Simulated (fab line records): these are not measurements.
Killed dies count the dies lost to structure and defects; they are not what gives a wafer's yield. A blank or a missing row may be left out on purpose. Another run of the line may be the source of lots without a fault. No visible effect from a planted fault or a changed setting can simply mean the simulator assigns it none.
A single fault, viewed from 3 desks / flow n5_finfet / each desk has only its own numbers; what lay behind them comes last

== THE METROLOGY DESK ==
What the gauges read, lot by lot, whatever tool the lot ran on: means of the sampled wafers that have a number. A lot is out of limits, marked OUT, if its mean lies more than 4 standard deviations from the usual mean; the brackets give that distance. 7 of its 12 readings are shown, namely those furthest out on some lot.
Columns: A = cd_nm at N5_BEOL_M0_CUTY_CD_MEAS_57, usual 200.0 nm; B = M0_ABLK_OVL at N5_BEOL_M0_CUTY_OVL_MEAS_58, usual -0.4 nm; C = DIBL_N at N5_BEOL_M4_RC_MEAS_101, usual 36.3 mV/V; D = IOFF_N at N5_BEOL_M4_RC_MEAS_101, usual 0.157 nA/um; E = IOFF_P at N5_BEOL_M4_RC_MEAS_101, usual 0.206 nA/um; F = ION_P at N5_BEOL_M4_RC_MEAS_101, usual 461 uA/um; G = VT_P at N5_BEOL_M4_RC_MEAS_101, usual -250.6 mV
lot=L430; first seen here=day 7 06:04; A=200.1; B=1.1; C=37.7; D=0.168; E=0.214; F=465; G=-250.6
lot=L433; first seen here=day 7 20:25; A=201.1; B=-1.6; C=36.2; D=0.161; E=0.191; F=456; G=-253.3
lot=L439; first seen here=day 9 16:15; A=200.9; B=-1.8; C=36.9; D=0.155; E=0.233; F=468; G=-245.9
lot=L440; first seen here=day 9 19:55; A=200.2; B=0.5; C=36.4; D=0.141; E=0.203; F=460; G=-250.4
lot=L444; first seen here=day 10 21:12; A=200.4; B=-0.8; C=34.9; D=0.136; E=0.203; F=462; G=-250.4
lot=L446; first seen here=day 11 08:35; A=198.7; B=0.7; C=36.5; D=0.162; E=0.198; F=459; G=-252.0
Result from this desk: across the 6 lots, nothing is out of limits.

== TOOL OWNER'S DESK, rie_diel-06 ==
The tool's own readings at N5_BEOL_M0_ETCH_128 (etches SiCN in CF4/N2, target depth 12 nm, overetch 5.1 nm, time 21.4 s): means of the sampled wafers that have a number, for each lot that ran on this tool. A lot is out of limits, marked OUT, if its mean lies more than 4 standard deviations from the usual mean; the brackets give that distance.
Columns: A = drypump_motor_current_A at N5_BEOL_M0_ETCH_128, usual 5.8 A; B = n2_flow_sccm at N5_BEOL_M0_ETCH_128, usual 59.99 sccm; C = oes_product_au at N5_BEOL_M0_ETCH_128, usual 0.54 a.u.; D = rf_vpp_V at N5_BEOL_M0_ETCH_128, usual 382.1 V; E = showerhead_plenum_p_Torr at N5_BEOL_M0_ETCH_128, usual 2.20 Torr; F = throttle_valve_pct at N5_BEOL_M0_ETCH_128, usual 15.44 %
lot=L430; first seen here=day 7 07:31; A=5.5; B=59.98; C=0.53; D=382.3; E=2.22; F=15.47
lot=L439; first seen here=day 9 19:01; A=4.9; B=59.96; C=0.54; D=383.8; E=2.22; F=15.48
lot=L440; first seen here=day 10 02:08; A=6.2; B=60.09; C=0.54; D=381.4; E=2.16; F=15.29
Result from this desk: across the 3 lots, nothing is out of limits.

== THE DEFECT DESK ==
Per lot, the means of the sampled wafers with a number show what the inspections along the route counted. A lot is out of limits, marked OUT, if its mean lies more than 4 standard deviations from the usual mean; the brackets give that distance.
Columns: A = raw_defect_count at N5_BEOL_M0_CUTY_INSPECT_59, usual 2.0
lot=L430; first seen here=day 7 06:07; A=2.0
lot=L433; first seen here=day 7 20:28; A=2.0
lot=L439; first seen here=day 9 16:18; A=1.0
lot=L440; first seen here=day 9 19:58; A=2.0
lot=L444; first seen here=day 10 21:16; A=0.7
lot=L446; first seen here=day 11 08:39; A=2.0
Result from this desk: across the 6 lots, nothing is out of limits.

== TAKEN TOGETHER ==
Nothing out of limits was seen by the metrology desk.
Nothing out of limits was seen by the tool owner's desk.
The defect desk saw nothing out of limits.

== WHAT HAD BEEN PUT IN BY THE SIMULATOR ==
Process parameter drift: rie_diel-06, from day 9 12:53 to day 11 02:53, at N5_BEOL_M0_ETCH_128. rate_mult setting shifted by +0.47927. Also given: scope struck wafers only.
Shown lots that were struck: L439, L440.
